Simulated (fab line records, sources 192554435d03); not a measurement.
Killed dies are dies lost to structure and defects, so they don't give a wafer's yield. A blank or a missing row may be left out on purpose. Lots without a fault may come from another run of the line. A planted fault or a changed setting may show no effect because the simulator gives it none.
fab line records | flow n5_finfet
record lots=9 wafers=27 last_day=17
route steps=1938 shown MIM_TOP_ETCH@1852 MIM_BOT_ETCH@1869 PASS1_CAP@1873 TV_OPEN@1887 PASSIVATION@1936
lots that met no fault: from a run of the same line without faults
start_h: hours from the record's first day to the start of the lot's first wafer shown | wait_h: hours since the lot's step before | " the same as in the row above | L1.1+2: a row that stands for several wafers | - no value, or no start given | * or withheld: withheld | < > ~ a bound
route shown NAME@n: a module of which the file shows steps, and the number in the route of the first | usual: mean/standard deviation of fault-free wafers | same: alike in all rows | chamber/n: place in a boat | sites: the reading at each site | _std_site: their standard deviation | _edge_site: outer sites' mean less inner sites' | radius_mm: how far each site lies from the wafer's centre | mask NAME#n: copy n | behind: the tool/chamber that last shaped the wafer | hold: why the lot was held/for how many hours/how that ended | device: the transistor (n, p or np) that didn't switch | end of line: the same wafers' tests at the end of the route | a step without rows: its recipe alone | killed: dies lost to structure and defects at the first sort, not the wafer's yield | map: a wafer's dies, x killed, . not, _ none there
set.NAME: the setting as run; set.NAME@STEP: as run at that earlier step | model.NAME: the simulator's own value behind a step, which no gauge read
steps of the route over a sample of lots; a table a step, a row a wafer
services: from which hour (start_h, from the record's first day; less than 0 if before it) a tool's chamber was out of use, for how many hours, and why
## steps
# step N5_MIM_TOP_ETCH_STRIP_01
# recipe chemistry=O2 power_w=600 temp_c=60 pressure_mtorr=30 rf_frequency_hz=6e+07 bias_power_w=0 overash_fraction=0.5 o2_flow_sccm=225
# usual drypump_motor_current_A=5.6/0.49 o2_flow_sccm=225.0/0.65 oes_product_au=0.78/0.081 rf_vpp_V=3.6/1.2 showerhead_plenum_p_Torr=2.10/0.069 throttle_valve_pct=16.69/0.23
# columns lot.wafer tool chamber start_h wait_h drypump_motor_current_A o2_flow_sccm oes_product_au rf_hours_counter_h rf_vpp_V showerhead_plenum_p_Torr throttle_valve_pct
L838.1 rie_diel-05 1 264.87 0.2 5.6 224.5 0.91 20 1.7 2.23 16.64
L838.2 " 2 " " 6.0 224.5 0.94 11 1.3 2.06 16.55
L838.4 " 0 " " 5.3 225.7 0.76 186 6.1 2.08 16.47
L839.4 rie_diel-06 1 273.51 0.1 5.3 224.9 0.84 90 2.9 2.12 16.76
L839.5 " 2 " " 5.7 223.7 0.71 - 2.9 2.00 17.05
L839.6 " 3 " " 6.8 224.3 0.86 - 3.3 2.12 16.43
L845.2 rie_diel-03 0 307.28 0.1 5.3 225.5 0.68 233 5.0 2.16 16.76
L845.3 " 1 " " 5.2 225.1 0.67 240 4.4 2.15 16.72
L845.6 " 1 " " 5.2 225.7 0.68 - 4.4 2.14 16.78
L848.1 rie_diel-03 2 327.05 0.2 4.8 224.8 0.85 41 4.3 2.05 16.20
L848.2 " 3 " " 5.1 224.2 0.79 130 4.4 2.10 16.61
L848.4 " 0 " " 5.3 224.9 0.67 238 4.5 2.15 16.78
L851.1 rie_diel-05 3 336.46 0.1 5.4 225.5 0.70 219 4.3 2.17 16.78
L851.2 " 2 " " 6.0 225.0 0.89 30 5.3 2.05 16.64
L851.3 " 1 " " 5.6 224.7 0.87 43 4.3 2.22 16.70
L849.1 rie_diel-03 0 337.43 0.1 5.3 225.1 0.66 242 3.9 2.15 16.78
L849.3 " 3 " " 5.1 226.0 0.77 134 2.1 2.10 16.57
L849.4 " 1 " " 5.2 224.4 0.68 249 2.0 2.14 16.77
L857.1 rie_diel-06 0 387.77 0.1 5.5 224.2 0.73 213 5.0 1.99 17.04
L857.2 " 3 " " 6.7 224.6 0.80 103 3.6 2.11 16.48
L857.3 " 2 " " 5.7 224.3 0.68 205 3.3 1.99 17.14
L860.3 rie_diel-05 1 400.13 0.1 5.6 225.3 0.85 61 3.0 2.21 16.74
L860.4 " 0 " " 5.3 225.3 0.71 227 2.4 2.06 16.54
L860.6 " 0 " " 5.3 226.1 0.71 - 1.3 2.06 16.58
L859.1 rie_diel-06 3 404.85 0.1 6.7 224.9 0.80 108 4.1 2.11 16.54
L859.3 " 2 " " 5.7 225.6 0.69 212 3.6 1.99 17.14
L859.5 " 3 " " 6.7 225.2 0.80 - 5.0 2.11 16.55
# step N5_MIM_BOT_ETCH_STRIP_01
# recipe chemistry=O2 power_w=600 temp_c=60 pressure_mtorr=30 rf_frequency_hz=6e+07 bias_power_w=0 overash_fraction=0.5 o2_flow_sccm=225
# usual drypump_motor_current_A=5.5/0.44 o2_flow_sccm=224.9/0.68 oes_product_au=0.80/0.079 rf_vpp_V=3.6/1.3 showerhead_plenum_p_Torr=2.10/0.068 throttle_valve_pct=16.80/0.26
# columns lot.wafer tool chamber start_h wait_h drypump_motor_current_A o2_flow_sccm oes_product_au rf_hours_counter_h rf_vpp_V showerhead_plenum_p_Torr throttle_valve_pct
L838.1 rie_diel-04 2 265.76 0.1 5.7 225.3 0.86 53 2.3 2.14 16.94
L838.2 " 0 " " 5.5 225.5 0.86 68 5.4 2.12 16.77
L838.4 " 3 " " 5.4 224.9 0.78 121 4.4 2.12 16.84
L839.4 rie_diel-01 2 274.44 0.1 5.6 225.1 0.88 - 3.2 2.22 16.30
L839.5 " 0 " " 5.9 225.0 0.89 - 8.4 2.13 16.51
L839.6 " 1 " " 6.1 224.8 0.75 - 5.6 2.01 16.97
L845.2 rie_diel-02 3 308.48 0.2 4.9 224.5 0.71 204 5.5 2.09 16.86
L845.3 " 0 " " 5.6 225.0 0.71 218 4.7 2.08 17.08
L845.6 " 3 " " 4.9 226.0 0.72 - 5.1 2.09 16.81
L848.1 rie_diel-04 0 328.01 0.1 5.5 224.1 0.83 88 3.8 2.11 16.79
L848.2 " 2 " " 5.6 224.6 0.83 72 2.8 2.13 16.96
L848.4 " 1 " " 4.7 225.7 0.90 24 2.4 2.05 16.45
L851.1 rie_diel-01 0 337.47 0.2 5.9 224.3 0.88 65 5.8 2.13 16.52
L851.2 " 3 " " 6.2 225.9 0.74 158 4.9 2.19 17.20
L851.3 " 2 " " 5.6 224.9 0.84 85 4.4 2.21 16.34
L849.1 rie_diel-01 1 338.34 0.1 6.0 224.0 0.71 180 3.4 2.00 17.08
L849.3 " 0 " " 5.9 225.2 0.89 65 3.0 2.13 16.57
L849.4 " 3 " " 6.2 224.7 0.75 158 3.4 2.19 17.13
L857.1 rie_diel-04 2 388.69 0.1 5.7 225.4 0.84 90 2.2 2.12 17.01
L857.2 " 3 " " 5.4 224.7 0.75 161 5.2 2.10 16.92
L857.3 " 1 " " 4.8 224.8 0.89 45 3.9 2.04 16.56
L860.3 rie_diel-02 2 401.23 0.1 5.0 224.2 1.00 0 3.0 2.24 16.59
L860.4 " 2 " " 5.1 224.6 0.99 - 2.8 2.24 16.64
L860.6 " 1 " " 5.4 225.6 0.79 - 3.2 2.02 16.52
L859.1 rie_diel-01 3 405.88 0.1 6.2 224.5 0.72 181 4.5 2.18 17.24
L859.3 " 2 " " 5.6 224.7 0.81 108 3.1 2.21 16.42
L859.5 " 1 " " 6.0 225.3 0.70 - 6.1 1.99 17.08
# step N5_PASSIVATION_PECVD_55
# recipe material=SiO2 target_thk_a=4000 temp_c=400 precursor=SiH4/N2O pressure_torr=2.7 rf_w=608 time_s=22.5
# usual heater_power_w=670/62 showerhead_plenum_p_Torr=8.21/0.11 susceptor_temp_C=400.02/0.26 throttle_valve_pct=50.6/2.2
# columns lot.wafer tool chamber start_h wait_h heater_power_w showerhead_plenum_p_Torr susceptor_temp_C throttle_valve_pct
L839.4 pecvd-01 1 274.94 0.0 534 8.23 399.88 51.1
L839.5 " 0 " " 658 8.11 400.25 54.0
L839.6 " 2 " " 756 8.36 400.35 47.6
L838.1 pecvd-01 2 277.57 0.0 755 8.35 400.15 47.6
L838.2 " 1 " " 552 8.23 400.03 50.5
L838.4 " 0 " " 632 8.10 400.02 54.1
L845.2 pecvd-03 2 308.98 0.0 640 8.09 400.12 51.9
L845.3 " 1 " " 665 8.20 400.27 51.5
L845.6 " 1 " " 706 8.20 399.97 51.4
L848.1 pecvd-03 0 328.51 0.0 617 8.37 400.17 50.0
L848.2 " 2 " " 678 8.11 399.65 51.7
L848.4 " 0 " " 639 8.37 399.65 49.7
L851.1 pecvd-03 2 337.98 0.0 538 8.08 400.34 51.6
L851.2 " 1 " " 617 8.19 - 51.3
L851.3 " 2 " " 573 8.09 - 52.1
L849.1 pecvd-03 1 338.92 0.0 702 8.19 400.17 51.2
L849.3 " 2 " " 576 8.09 - 52.0
L849.4 " 1 " " 683 8.19 400.04 51.1
L857.1 pecvd-01 0 389.19 0.0 614 8.11 399.90 55.2
L857.2 " 1 " " 638 8.26 399.91 51.2
L857.3 " 2 " " 757 8.34 399.91 48.1
L860.3 pecvd-02 1 401.74 0.0 608 8.11 399.93 49.7
L860.4 " 0 " " 664 8.36 400.41 52.2
L860.6 " 1 " " 635 8.11 399.92 49.8
L859.1 pecvd-02 2 406.38 0.0 637 8.13 400.61 47.7
L859.3 " 0 " " 738 8.34 399.89 52.4
L859.5 " 2 " " 684 8.16 400.22 47.7
# step N5_PASSIVATION_PASS_ETCH_74
# recipe chemistry=CF4/O2 target=SiNx target_depth_a=2200 time_s=110 ion_energy_ev=100 pressure_mtorr=40 source_w=535 bias_w=49 Ar_flow_sccm=100 cf4_flow_sccm=100 O2_flow_sccm=10
# usual O2_flow_sccm=10.00/0.03 drypump_motor_current_A=5.5/0.48 oes_product_au=0.78/0.084 rf_vpp_V=240.7/2.9 showerhead_plenum_p_Torr=2.21/0.066 throttle_valve_pct=16.04/0.23
# columns lot.wafer tool chamber start_h wait_h O2_flow_sccm drypump_motor_current_A oes_product_au rf_hours_counter_h rf_vpp_V showerhead_plenum_p_Torr throttle_valve_pct
L839.4 rie_diel-06 1 276.05 0.0 10.00 5.3 0.83 91 244.1 2.23 16.09
L839.5 " 3 " " 10.00 6.8 0.83 - 243.5 2.24 15.83
L839.6 " 2 " " 9.98 5.7 0.72 - 241.7 2.12 16.41
L838.1 rie_diel-06 3 278.24 0.0 10.01 6.8 0.84 70 243.6 2.24 15.83
L838.2 " 0 " " 9.98 5.5 0.74 182 235.9 2.11 16.27
L838.4 " 2 " " 10.00 5.7 0.71 171 243.0 2.12 16.40
L845.2 rie_diel-06 1 311.35 0.0 9.96 5.4 0.81 102 245.3 2.23 16.08
L845.3 " 0 " " 9.94 5.5 0.72 192 236.2 2.11 16.27
L845.6 " 2 " " 10.03 5.6 0.70 - 240.8 2.11 16.44
L848.1 rie_diel-06 0 329.52 0.0 9.95 5.5 0.72 198 237.7 2.11 16.30
L848.2 " 1 " " 10.00 5.3 0.81 107 242.1 2.23 16.11
L848.4 " 3 " " 10.03 6.8 0.81 87 241.8 2.23 15.87
L851.1 rie_diel-03 1 339.19 0.0 10.01 5.2 0.66 249 239.2 2.26 16.15
L851.2 " 0 " " 10.06 5.3 0.67 242 246.3 2.26 16.11
L851.3 " 2 " " 10.02 4.8 0.86 45 240.3 2.16 15.54
L849.1 rie_diel-05 3 340.59 0.0 10.00 5.4 0.70 220 239.8 2.28 16.10
L849.3 " 0 " " 10.05 5.3 0.72 209 237.0 2.19 15.91
L849.4 " 1 " " 10.01 5.6 0.86 44 244.6 2.33 16.03
L857.1 rie_diel-05 1 391.06 0.0 10.00 5.6 0.84 58 245.6 2.32 16.06
L857.2 " 2 " " 9.94 6.0 0.87 44 240.4 2.16 15.96
L857.3 " 3 " " 10.05 5.4 0.69 235 239.8 2.27 16.14
L860.3 rie_diel-05 1 404.28 0.0 10.01 5.6 0.83 62 243.9 2.32 16.08
L860.4 " 2 " " 10.00 6.0 0.87 49 240.2 2.15 15.99
L860.6 " 2 " " 10.02 6.0 0.87 - 241.0 2.15 15.97
L859.1 rie_diel-06 1 407.12 0.0 10.01 5.4 0.80 125 241.7 2.22 16.14
L859.3 " 3 " " 10.00 6.8 0.80 108 242.5 2.22 15.92
L859.5 " 1 " " 10.03 5.4 0.80 - 243.3 2.22 16.15
# step N5_PASSIVATION_VIA_ETCH_13
# recipe chemistry=CHF3/O2 target=SiO2 target_depth_a=6600 CHF3_flow_sccm=50 O2_flow_sccm=5 Ar_flow_sccm=200 time_s=330 mask_material=PR pressure_mtorr=30 source_w=650 bias_w=170 ion_energy_ev=200 ends=cleared
# usual O2_flow_sccm=5.001/0.014 drypump_motor_current_A=5.5/0.48 etch_rf_on_time_s=238/4 oes_product_au=0.70/0.075 rf_vpp_V=524/5.8 showerhead_plenum_p_Torr=2.41/0.074 throttle_valve_pct=18.94/0.21
# columns lot.wafer tool chamber start_h wait_h O2_flow_sccm drypump_motor_current_A etch_rf_on_time_s oes_product_au rf_hours_counter_h rf_vpp_V showerhead_plenum_p_Torr throttle_valve_pct
L839.4 rie_diel-06 1 276.14 0.0 5.003 5.3 232 0.75 91 530 2.44 18.99
L839.5 " 3 " " 5.022 6.8 233 0.76 - 528 2.45 18.75
L839.6 " 2 " " 5.030 5.7 241 0.65 - 526 2.31 19.28
L838.1 rie_diel-06 3 278.33 0.0 5.002 6.8 230 0.76 70 528 2.45 18.77
L838.2 " 0 " " 4.993 5.5 238 0.67 182 515 2.31 19.16
L838.4 " 2 " " 4.990 5.7 244 0.65 171 525 2.31 19.28
L845.2 rie_diel-06 1 311.44 0.0 5.014 5.4 235 0.74 102 529 2.43 18.97
L845.3 " 0 " " 4.986 5.5 237 0.65 192 514 2.31 19.19
L845.6 " 2 " " 5.000 5.7 243 0.64 - 525 2.30 19.30
L848.1 rie_diel-06 0 329.61 0.0 4.999 5.5 238 0.65 198 514 2.30 19.17
L848.2 " 1 " " 4.999 5.3 235 0.73 108 530 2.43 19.00
L848.4 " 3 " " 4.987 6.8 238 0.74 87 528 2.45 18.78
L851.1 rie_diel-03 1 339.28 0.0 4.992 5.2 238 0.61 250 519 2.47 19.00
L851.2 " 0 " " 5.025 5.3 124 0.61 242 533 2.47 18.94
L851.3 " 2 " " 5.000 4.8 123 0.77 45 522 2.36 18.47
L849.1 rie_diel-05 3 340.68 0.0 5.015 5.4 242 0.64 220 524 2.49 18.94
L849.3 " 0 " " 5.011 5.3 125 0.65 209 519 2.40 18.81
L849.4 " 1 " " 5.022 5.6 238 0.78 44 532 2.55 18.95
L857.1 rie_diel-05 1 391.16 0.0 4.996 5.6 234 0.76 58 532 2.54 18.98
L857.2 " 2 " " 5.012 6.0 235 0.79 45 520 2.35 18.90
L857.3 " 3 " " 4.976 5.4 238 0.62 235 523 2.48 18.97
L860.3 rie_diel-05 1 404.37 0.0 4.994 5.6 231 0.75 62 532 2.54 18.99
L860.4 " 2 " " 4.983 6.0 237 0.79 49 522 2.35 18.91
L860.6 " 2 " " 5.006 6.0 238 0.78 - 522 2.35 18.90
L859.1 rie_diel-06 1 407.21 0.0 4.998 5.4 232 0.72 125 529 2.42 19.04
L859.3 " 3 " " 4.992 6.8 233 0.72 109 530 2.44 18.82
L859.5 " 1 " " 4.992 5.4 236 0.72 - 528 2.42 19.02
# step N5_PASSIVATION_PROBE_49
# usual defect_limited_yield=91.1/1.4 killed_at_M0_to_M3=35/8.7 killed_at_M4_up=14/5.3 killed_at_contacts=12/6.2 killed_at_front_end=41/12 killed_at_other=3.4/2.6 killed_dies=105/16 killed_on_rim=14/3.8 killed_open=67/13 killed_short=36/7.3 sort_bin_5_function=5.2/0.96 sort_bin_6_memory=3.3/0.6 sort_n_pass=1075/16 sort_yield_pct=91.1/1.4
# same gross_dies=1180 killed_at_back_side=0 sort_bin_4_leakage[%]=0 sort_bin_8_speed[%]=0
# columns lot.wafer tool chamber start_h wait_h defect_limited_yield[%] killed_at_M0_to_M3 killed_at_M4_up killed_at_contacts killed_at_front_end killed_at_other killed_dies killed_on_rim killed_open killed_short sort_bin_5_function[%] sort_bin_6_memory[%] sort_n_pass sort_yield_pct[%]
L845.2 prober-01 - 318.68 0.1 92.1 23 15 12 39 4 93 13 60 30 4.7 3.0 1087 92.1
L845.3 prober-01 - 318.73 0.1 92.9 25 12 9 35 3 84 9 48 32 3.4 3.5 1096 92.9
L845.6 prober-01 - 318.88 0.3 93.1 27 15 9 29 1 81 11 49 32 3.7 3.1 1099 93.1
L849.1 prober-02 - 347.91 0.2 89.6 38 7 11 64 3 123 13 79 42 6.6 3.3 1057 89.6
L849.3 prober-02 - 348.01 0.3 91.4 29 17 6 43 7 102 19 67 35 5.3 3.2 1078 91.4
L849.4 prober-02 - 348.06 0.3 91.9 36 4 5 50 1 96 8 58 37 5.0 2.5 1084 91.9
# killed by level:class
L845.2 MOL_CONTACT_COAG:geometric_particle:open=10 BEOL_M2:geometric_particle:open=10 FIN_SAQP:geometric_particle:short=6 DUMMY_GATE:geometric_particle:open=6 BEOL_M4:geometric_particle:open=5 FIN_SAQP:geometric_particle:open=4 STI_FIN_REVEAL:geometric_particle:open=4 STARTING-WAFER:geometric_particle:open=4
L845.3 FIN_SAQP:geometric_particle:short=8 FIN_SAQP:geometric_particle:open=8 MOL_CONTACT_COAG:geometric_particle:open=8 BEOL_M3:geometric_particle:short=6 STI_FIN_REVEAL:geometric_particle:open=5 BEOL_M0_SAQP:geometric_particle:open=5 BEOL_M2:geometric_particle:open=5 DUMMY_GATE:geometric_particle:open=4
L845.6 BEOL_M1:geometric_particle:open=10 FIN_SAQP:geometric_particle:open=8 FIN_SAQP:geometric_particle:short=7 MOL_CONTACT_COAG:geometric_particle:open=7 BEOL_M4:geometric_particle:open=6 BEOL_M0_SAQP:geometric_particle:short=4 STI_FIN_REVEAL:geometric_particle:open=3 GATE_CUT:geometric_particle:short=3
L849.1 FIN_SAQP:geometric_particle:open=27 FIN_SAQP:geometric_particle:short=11 BEOL_M0_SAQP:geometric_particle:open=10 BEOL_M2:geometric_particle:open=8 BEOL_M3:geometric_particle:open=8 MOL_CONTACT_COAG:geometric_particle:open=7 STI_FIN_REVEAL:geometric_particle:open=6 BEOL_M0_SAQP:geometric_particle:short=6
L849.3 FIN_SAQP:geometric_particle:open=18 FIN_SAQP:geometric_particle:short=9 BEOL_M3:geometric_particle:open=9 BEOL_M4:geometric_particle:open=7 BEOL_M0_SAQP:geometric_particle:short=6 BEOL_M0_SAQP:geometric_particle:open=5 MOL_CONTACT_COAG:geometric_particle:open=4 STI_FIN_REVEAL:geometric_particle:open=3
L849.4 BEOL_M3:geometric_particle:open=12 FIN_SAQP:geometric_particle:short=9 GATE_CUT:geometric_particle:short=8 BEOL_M0_SAQP:geometric_particle:open=8 FIN_SAQP:geometric_particle:open=7 GATE_CUT:geometric_particle:open=6 STI_FIN_REVEAL:geometric_particle:open=4 BEOL_M0_SAQP:geometric_particle:short=4
## services
# columns tool chamber start_h hours kind
rie_diel-05 3 240.96 8.6 repair
rie_diel-01 3 270.15 5.9 repair
rie_diel-05 2 283.44 5.7 repair
rie_diel-01 2 285.76 10.5 repair
rie_diel-03 1 291.24 4.8 repair
rie_diel-03 - 296.14 0.2 repair
rie_diel-01 0 307.46 4.7 repair
rie_diel-06 - 307.82 0.2 repair
rie_diel-01 0 314.89 13.9 repair
rie_diel-01 1 329.92 2.2 repair
pecvd-03 0 332.84 21.3 repair
pecvd-01 - 335.32 46.5 repair
rie_diel-03 1 340.61 - clean
rie_diel-03 1 340.61 - consumable_replace:focus_ring
rie_diel-03 0 341.19 7.5 repair
rie_diel-04 3 350.74 3.8 repair
rie_diel-01 - 352.40 0.5 repair
pecvd-02 - 355.41 0.6 repair
pecvd-02 - 365.01 4.3 pm
rie_diel-06 1 372.25 20.2 repair
rie_diel-01 - 374.73 2.8 pm
rie_diel-05 2 385.76 2.4 repair
rie_diel-01 0 391.51 7.0 repair
rie_diel-06 0 394.34 4.2 repair
## key
first_sign step=N5_PASSIVATION_VIA_ETCH_13 reading=etch_rf_on_time_s direction=down sigmas=28 usual=* struck=*
effect none on later readings
met_at N5_PASSIVATION_PECVD_55
struck_lots L849,L851
struck_wafers L849.3,L851.2,L851.3
not_acting_at N5_MIM_TOP_ETCH_STRIP_01,N5_MIM_BOT_ETCH_STRIP_01,N5_PASSIVATION_PASS_ETCH_74
onset_between 328.51 337.98
fault kind=process_parameter_drift tool=pecvd-03 chamber=- onset_h=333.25 steps=N5_PASSIVATION_PECVD_55 channel=time_s offset=* shape=step end_h=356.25 scope=struck_wafers_only acts_in=* stated=*
